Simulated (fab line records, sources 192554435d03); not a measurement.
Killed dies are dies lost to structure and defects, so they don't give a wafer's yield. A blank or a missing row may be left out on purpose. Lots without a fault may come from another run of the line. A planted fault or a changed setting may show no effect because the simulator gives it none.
A struck lot beside a sound one | flow n5_finfet | 16 steps out of a route of 1938
Sound: wafers L865.1, L865.5, L865.6. Struck: wafer L878.1. (L878.2, L878.4 of the same lot were not struck and are left out.) The cause comes at the end.
At each step with rows: each side's tool, then ch and its chambers, then its first start. Under that, the readings that differ: sound wafers | struck wafers | difference of the means | sigmas: that difference in standard deviations of wafers without a fault.
alike: readings whose means differ by less than 2 such deviations, and words and numbers that are the same on both sides. not compared: withheld readings, readings that some wafer has no value for, bounds like >300 that may hide the same value, and numbers for which the record gives no deviation and whose values overlap.
The two part at a step that has a row with sigmas, a row that says differs or no value, or rows on one side only. Numbers that don't overlap but have no deviation are shown without sigmas and don't part them. A reading that every wafer of one side lacks parts them only if that side has two wafers or more.

first, 8 steps without rows for these wafers: N5_BEOL_M4_COAT_62 (time 60 s, resist thk 12 nm); N5_BEOL_M4_COAT_73 (time 60 s, resist thk 5 nm); N5_BEOL_M4_COAT_05 (resist thk 30 nm); N5_BEOL_M4_EBR_07; N5_BEOL_M4_SOFTBAKE_06 (time 60 s); N5_BEOL_M4_EXPOSE_08 (exposes mask M4); N5_BEOL_M4_PEB_09 (peb time 60 s); N5_BEOL_M4_DEVELOP_10 (develop time 30 s).
N5_BEOL_M4_CD_MEAS_11: target cd 16.79 nm.
  sound on cd_sem-03 ch 0, day 7 19:25; struck on cd_sem-01 ch 0, day 11 02:04
  alike: cd_nm
N5_BEOL_M4_OVL_MEAS_12:
  sound on overlay-02 ch 0, day 7 19:27; struck on overlay-01 ch 0, day 11 02:06
  alike: M4_OVL
N5_BEOL_M4_INSPECT_13: inspects for defects (brightfield).
  sound on defect_inspect-02, day 7 19:31; struck on defect_inspect-02, day 11 02:09
  reading          | sound       | struck | difference | sigmas
  raw_defect_count | 269 275 261 | 453    | +185       | +2
N5_BEOL_M4_DESCUM_16: chemistry O2, time 7 s.
  sound on rie_diel-06 ch 0,1,3, day 7 19:32; struck on rie_diel-02 ch 0, day 11 02:23
  reading                | sound             | struck | difference | sigmas
  throttle_valve_pct (%) | 20.29 20.48 20.51 | 20.07  | -0.36      | -2
  alike: bias_power_w, drypump_motor_current_A, oes_product_au, rf_vpp_V, showerhead_plenum_p_Torr
  not compared: rf_hours_counter_h
N5_BEOL_M4_ETCH_74: etches underlayer in N2/H2, target depth 6.5 nm, time 5.2 s.
  sound on rie_diel-06 ch 0,1,3, day 7 19:35; struck on rie_diel-02 ch 0, day 11 02:25
  reading               | sound          | struck | difference | sigmas
  etch_rf_on_time_s (s) | 5.07 5.30 5.19 | 9.20   | +4.01      | +43
  oes_product_au (a.u.) | 0.75 0.67 0.77 | 0.53   | -0.20      | -4
  alike: drypump_motor_current_A, rf_vpp_V, showerhead_plenum_p_Torr, throttle_valve_pct
  not compared: rf_hours_counter_h
N5_BEOL_M4_ETCH_63: etches SiARC in CF4, target depth 15.6 nm, time 26 s.
  sound on rie_diel-06 ch 0,1,3, day 7 19:35; struck on rie_diel-02 ch 0, day 11 02:26
  alike: drypump_motor_current_A, etch_rf_on_time_s, mfc_ar_sccm, oes_product_au, rf_vpp_V, showerhead_plenum_p_Torr, throttle_valve_pct
  not compared: rf_hours_counter_h
N5_BEOL_M4_RC_MEAS_101:
  sound on prober-01 ch 0, day 8 06:11; struck on prober-02 ch 0, day 11 09:07
  alike: DIBL_N, DIBL_P, IOFF_N, IOFF_P, ION_N, ION_P, SS_N, SS_P, VT_N, VT_P
-- the record jumps here: 4 days lie between the struck wafers' starts before and after (it left off in module BEOL_M4 and takes up again in module PASSIVATION, whose first step shown is number 1936 of the route) --
N5_PASSIVATION_PROBE_49:
  sound on prober-01, day 12 09:41; struck on prober-01, day 15 19:27
  reading         | sound    | struck | difference | sigmas
  killed_at_M4_up | 13 27 22 | 5      | -16        | -3
  alike: defect_limited_yield, killed_at_M0_to_M3, killed_at_contacts, killed_at_front_end, killed_at_other, killed_dies, killed_on_rim, killed_open, killed_short, sort_bin_5_function, sort_bin_6_memory, sort_n_pass, sort_yield_pct

WHERE THEY PART
First at N5_BEOL_M4_INSPECT_13; last, within this record, at N5_PASSIVATION_PROBE_49.

WHY: what the simulator had put in
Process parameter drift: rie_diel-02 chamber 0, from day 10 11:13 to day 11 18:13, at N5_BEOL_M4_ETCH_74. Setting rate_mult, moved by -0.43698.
